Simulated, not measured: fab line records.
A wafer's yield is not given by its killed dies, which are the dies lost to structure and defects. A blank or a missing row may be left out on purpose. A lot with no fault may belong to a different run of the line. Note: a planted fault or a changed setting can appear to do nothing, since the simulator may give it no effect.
Which tool did it? / flow n5 finfet / 72 wafers from 24 lots sampled at 3 of the route's 1938 steps

WHAT THE GAUGES READ, wafer by wafer
N5_BEOL_M6_THK_MEAS_01.
lot=L074; measured=day 9 02:13; on=film metro-01; M6_ILD_THK (nm)=155.8 154.8 157.8
lot=L075; measured=day 9 07:28; on=film metro-02; M6_ILD_THK (nm)=156.5 155.7 157.0
lot=L077; measured=day 11 02:41; on=film metro-01; M6_ILD_THK (nm)=157.1 154.1 159.9
lot=L078; measured=day 11 07:07; on=film metro-01; M6_ILD_THK (nm)=153.1 154.4 156.2
lot=L076; measured=day 11 13:38; on=film metro-01; M6_ILD_THK (nm)=151.6 154.6 156.0
lot=L083; measured=day 11 14:52; on=film metro-01; M6_ILD_THK (nm)=154.5 155.8 157.5
lot=L081; measured=day 11 23:18; on=film metro-01; M6_ILD_THK (nm)=157.2 153.3 159.1
lot=L080; measured=day 12 00:14; on=film metro-01; M6_ILD_THK (nm)=151.9 155.6 155.0
lot=L079; measured=day 12 05:41; on=film metro-02; M6_ILD_THK (nm)=151.4 152.9 155.1
lot=L082; measured=day 12 10:43; on=film metro-01; M6_ILD_THK (nm)=156.6 152.9 155.4
lot=L084; measured=day 12 22:47; on=film metro-01; M6_ILD_THK (nm)=156.9 158.8 161.2
lot=L085; measured=day 13 02:25; on=film metro-01; M6_ILD_THK (nm)=158.5 158.6 157.6
lot=L086; measured=day 13 04:35; on=film metro-02; M6_ILD_THK (nm)=156.5 157.8 156.0
lot=L087; measured=day 13 08:09; on=film metro-02; M6_ILD_THK (nm)=158.3 158.1 161.2
lot=L088; measured=day 13 08:59; on=film metro-01; M6_ILD_THK (nm)=152.0 152.5 155.8
lot=L091; measured=day 13 23:16; on=film metro-02; M6_ILD_THK (nm)=152.9 152.4 156.0
lot=L089; measured=day 14 08:27; on=film metro-01; M6_ILD_THK (nm)=156.2 158.1 158.7
lot=L093; measured=day 14 20:15; on=film metro-01; M6_ILD_THK (nm)=154.0 155.4 159.2
lot=L090; measured=day 15 01:23; on=film metro-01; M6_ILD_THK (nm)=156.0 155.2 159.9
lot=L092; measured=day 15 01:52; on=film metro-01; M6_ILD_THK (nm)=154.3 156.9 159.7
lot=L094; measured=day 15 02:59; on=film metro-01; M6_ILD_THK (nm)=155.9 159.2 156.9
lot=L095; measured=day 15 10:56; on=film metro-02; M6_ILD_THK (nm)=156.0 157.9 156.8
lot=L096; measured=day 16 02:11; on=film metro-01; M6_ILD_THK (nm)=151.1 155.9 157.6
lot=L097; measured=day 16 04:13; on=film metro-01; M6_ILD_THK (nm)=158.1 156.3 158.2

WHICH TOOL RAN EACH LOT (tool, then ch and the chambers of the sampled wafers, then the start)
lot=L074; N5_BEOL_M5_ANNEAL_51=rtp anneal-01 ch 0, day 9 00:43; N5_BEOL_M5_DEP_56=pecvd-04 ch 0,1,2, day 9 01:31
lot=L075; N5_BEOL_M5_ANNEAL_51=rtp anneal-01 ch 0, day 9 06:03; N5_BEOL_M5_DEP_56=pecvd-03 ch 0,1, day 9 06:45
lot=L077; N5_BEOL_M5_ANNEAL_51=rtp anneal-01 ch 0, day 11 01:11; N5_BEOL_M5_DEP_56=pecvd-03 ch 0,2, day 11 01:59
lot=L078; N5_BEOL_M5_ANNEAL_51=rtp anneal-01 ch 0, day 11 05:40; N5_BEOL_M5_DEP_56=pecvd-03 ch 0,2, day 11 06:24
lot=L076; N5_BEOL_M5_ANNEAL_51=rtp anneal-02 ch 0, day 11 11:39; N5_BEOL_M5_DEP_56=pecvd-03 ch 0,2, day 11 12:26
lot=L083; N5_BEOL_M5_ANNEAL_51=rtp anneal-02 ch 0, day 11 13:22; N5_BEOL_M5_DEP_56=pecvd-03 ch 1,2, day 11 14:10
lot=L081; N5_BEOL_M5_ANNEAL_51=rtp anneal-01 ch 0, day 11 21:20; N5_BEOL_M5_DEP_56=pecvd-02 ch 0,1,2, day 11 22:07
lot=L080; N5_BEOL_M5_ANNEAL_51=rtp anneal-02 ch 0, day 11 22:42; N5_BEOL_M5_DEP_56=pecvd-04 ch 0,1, day 11 23:30
lot=L079; N5_BEOL_M5_ANNEAL_51=rtp anneal-01 ch 0, day 12 04:10; N5_BEOL_M5_DEP_56=pecvd-03 ch 0,1,2, day 12 04:57
lot=L082; N5_BEOL_M5_ANNEAL_51=rtp anneal-01 ch 0, day 12 09:11; N5_BEOL_M5_DEP_56=pecvd-03 ch 1,2, day 12 09:59
lot=L084; N5_BEOL_M5_ANNEAL_51=rtp anneal-01 ch 0, day 12 21:19; N5_BEOL_M5_DEP_56=pecvd-04 ch 1, day 12 22:04
lot=L085; N5_BEOL_M5_ANNEAL_51=rtp anneal-01 ch 0, day 13 00:54; N5_BEOL_M5_DEP_56=pecvd-03 ch 0,2, day 13 01:41
lot=L086; N5_BEOL_M5_ANNEAL_51=rtp anneal-01 ch 0, day 13 03:04; N5_BEOL_M5_DEP_56=pecvd-04 ch 0,2, day 13 03:52
lot=L087; N5_BEOL_M5_ANNEAL_51=rtp anneal-01 ch 0, day 13 06:47; N5_BEOL_M5_DEP_56=pecvd-04 ch 0,1,2, day 13 07:28
lot=L088; N5_BEOL_M5_ANNEAL_51=rtp anneal-02 ch 0, day 13 07:30; N5_BEOL_M5_DEP_56=pecvd-02 ch 0,1, day 13 08:17
lot=L091; N5_BEOL_M5_ANNEAL_51=rtp anneal-02 ch 0, day 13 21:40; N5_BEOL_M5_DEP_56=pecvd-02 ch 1,2, day 13 22:32
lot=L089; N5_BEOL_M5_ANNEAL_51=rtp anneal-02 ch 0, day 14 06:38; N5_BEOL_M5_DEP_56=pecvd-02 ch 0,1, day 14 07:38
lot=L093; N5_BEOL_M5_ANNEAL_51=rtp anneal-01 ch 0, day 14 18:31; N5_BEOL_M5_DEP_56=pecvd-04 ch 0,2, day 14 19:22
lot=L090; N5_BEOL_M5_ANNEAL_51=rtp anneal-01 ch 0, day 14 23:28; N5_BEOL_M5_DEP_56=pecvd-02 ch 1,2, day 15 00:15
lot=L092; N5_BEOL_M5_ANNEAL_51=rtp anneal-01 ch 0, day 14 23:49; N5_BEOL_M5_DEP_56=pecvd-02 ch 0,1,2, day 15 00:34
lot=L094; N5_BEOL_M5_ANNEAL_51=rtp anneal-01 ch 0, day 15 01:30; N5_BEOL_M5_DEP_56=pecvd-03 ch 0,1, day 15 02:17
lot=L095; N5_BEOL_M5_ANNEAL_51=rtp anneal-02 ch 0, day 15 09:23; N5_BEOL_M5_DEP_56=pecvd-02 ch 0,2, day 15 10:13
lot=L096; N5_BEOL_M5_ANNEAL_51=rtp anneal-01 ch 0, day 16 00:44; N5_BEOL_M5_DEP_56=pecvd-02 ch 0,1, day 16 01:25
lot=L097; N5_BEOL_M5_ANNEAL_51=rtp anneal-01 ch 0, day 16 02:44; N5_BEOL_M5_DEP_56=pecvd-02 ch 0,1,2, day 16 03:31
- N5_BEOL_M5_ANNEAL_51: time 90 s.
- N5_BEOL_M5_DEP_56: deposits SiCN from 3MS/NH3, target thk 8 nm, time 14 s.

AS READ BY THE TOOLS THEMSELVES (means over the sampled wafers that have a number; for cases with no such wafer, the mark the record gives instead)
N5_BEOL_M5_ANNEAL_51.
lot=L074; tool=rtp anneal-01; wafer_temp_C_max=226.1
lot=L075; tool=rtp anneal-01; wafer_temp_C_max=225.9
lot=L077; tool=rtp anneal-01; wafer_temp_C_max=226.4
lot=L078; tool=rtp anneal-01; wafer_temp_C_max=226.8
lot=L076; tool=rtp anneal-02; wafer_temp_C_max=226.4
lot=L083; tool=rtp anneal-02; wafer_temp_C_max=226.2
lot=L081; tool=rtp anneal-01; wafer_temp_C_max=225.8
lot=L080; tool=rtp anneal-02; wafer_temp_C_max=226.5
lot=L079; tool=rtp anneal-01; wafer_temp_C_max=225.9
lot=L082; tool=rtp anneal-01; wafer_temp_C_max=226.3
lot=L084; tool=rtp anneal-01; wafer_temp_C_max=226.2
lot=L085; tool=rtp anneal-01; wafer_temp_C_max=226.2
lot=L086; tool=rtp anneal-01; wafer_temp_C_max=226.3
lot=L087; tool=rtp anneal-01; wafer_temp_C_max=226.5
lot=L088; tool=rtp anneal-02; wafer_temp_C_max=226.6
lot=L091; tool=rtp anneal-02; wafer_temp_C_max=226.3
lot=L089; tool=rtp anneal-02; wafer_temp_C_max=226.9
lot=L093; tool=rtp anneal-01; wafer_temp_C_max=226.3
lot=L090; tool=rtp anneal-01; wafer_temp_C_max=226.6
lot=L092; tool=rtp anneal-01; wafer_temp_C_max=226.0
lot=L094; tool=rtp anneal-01; wafer_temp_C_max=226.0
lot=L095; tool=rtp anneal-02; wafer_temp_C_max=226.2
lot=L096; tool=rtp anneal-01; wafer_temp_C_max=226.1
lot=L097; tool=rtp anneal-01; wafer_temp_C_max=226.4

N5_BEOL_M5_DEP_56.
lot=L074; tool=pecvd-04; showerhead plenum p Torr (Torr)=3.659; throttle valve pct (%)=9.2
lot=L075; tool=pecvd-03; showerhead plenum p Torr (Torr)=3.677; throttle valve pct (%)=9.3
lot=L077; tool=pecvd-03; showerhead plenum p Torr (Torr)=3.675; throttle valve pct (%)=9.0
lot=L078; tool=pecvd-03; showerhead plenum p Torr (Torr)=3.683; throttle valve pct (%)=9.1
lot=L076; tool=pecvd-03; showerhead plenum p Torr (Torr)=3.676; throttle valve pct (%)=9.1
lot=L083; tool=pecvd-03; showerhead plenum p Torr (Torr)=3.666; throttle valve pct (%)=9.2
lot=L081; tool=pecvd-02; showerhead plenum p Torr (Torr)=3.676; throttle valve pct (%)=9.0
lot=L080; tool=pecvd-04; showerhead plenum p Torr (Torr)=3.665; throttle valve pct (%)=9.6
lot=L079; tool=pecvd-03; showerhead plenum p Torr (Torr)=3.683; throttle valve pct (%)=9.0
lot=L082; tool=pecvd-03; showerhead plenum p Torr (Torr)=3.673; throttle valve pct (%)=8.9
lot=L084; tool=pecvd-04; showerhead plenum p Torr (Torr)=3.680; throttle valve pct (%)=9.8
lot=L085; tool=pecvd-03; showerhead plenum p Torr (Torr)=3.677; throttle valve pct (%)=8.9
lot=L086; tool=pecvd-04; showerhead plenum p Torr (Torr)=3.647; throttle valve pct (%)=8.6
lot=L087; tool=pecvd-04; showerhead plenum p Torr (Torr)=3.650; throttle valve pct (%)=8.9
lot=L088; tool=pecvd-02; showerhead plenum p Torr (Torr)=3.674; throttle valve pct (%)=9.3
lot=L091; tool=pecvd-02; showerhead plenum p Torr (Torr)=3.668; throttle valve pct (%)=9.1
lot=L089; tool=pecvd-02; showerhead plenum p Torr (Torr)=3.673; throttle valve pct (%)=9.3
lot=L093; tool=pecvd-04; showerhead plenum p Torr (Torr)=3.645; throttle valve pct (%)=8.7
lot=L090; tool=pecvd-02; showerhead plenum p Torr (Torr)=3.668; throttle valve pct (%)=9.4
lot=L092; tool=pecvd-02; showerhead plenum p Torr (Torr)=3.680; throttle valve pct (%)=9.3
lot=L094; tool=pecvd-03; showerhead plenum p Torr (Torr)=3.681; throttle valve pct (%)=9.2
lot=L095; tool=pecvd-02; showerhead plenum p Torr (Torr)=3.675; throttle valve pct (%)=9.1
lot=L096; tool=pecvd-02; showerhead plenum p Torr (Torr)=3.674; throttle valve pct (%)=9.3
lot=L097; tool=pecvd-02; showerhead plenum p Torr (Torr)=3.668; throttle valve pct (%)=9.3

THE ANSWER, worked out from the rows above alone
Rule: the usual values come from the lots themselves. The widest of any qualifying gaps counts: lots, ordered by their means at a reading, are off when they make up no more than a third of the lots, leave a main group of 4 or more, and stand apart from it by 3 or more times the standard deviation of that group's means. If all means in a main group match to the digits the tables above print for the reading, that group is not used. A lot without any number at a reading at which 4 lots or more have one is off too. All remaining lots with rows at the step are treated as sound. First the gauges in route order, then the tools' own readings, where a lot's mean is used as printed above. The first step at which some lot is off is used, and at that step the reading that is off furthest; a lot without a number counts as furthest.
Across all readings shown, no lot is off: no conclusion can be drawn from this.

WHAT WAS PUT IN BY THE SIMULATOR
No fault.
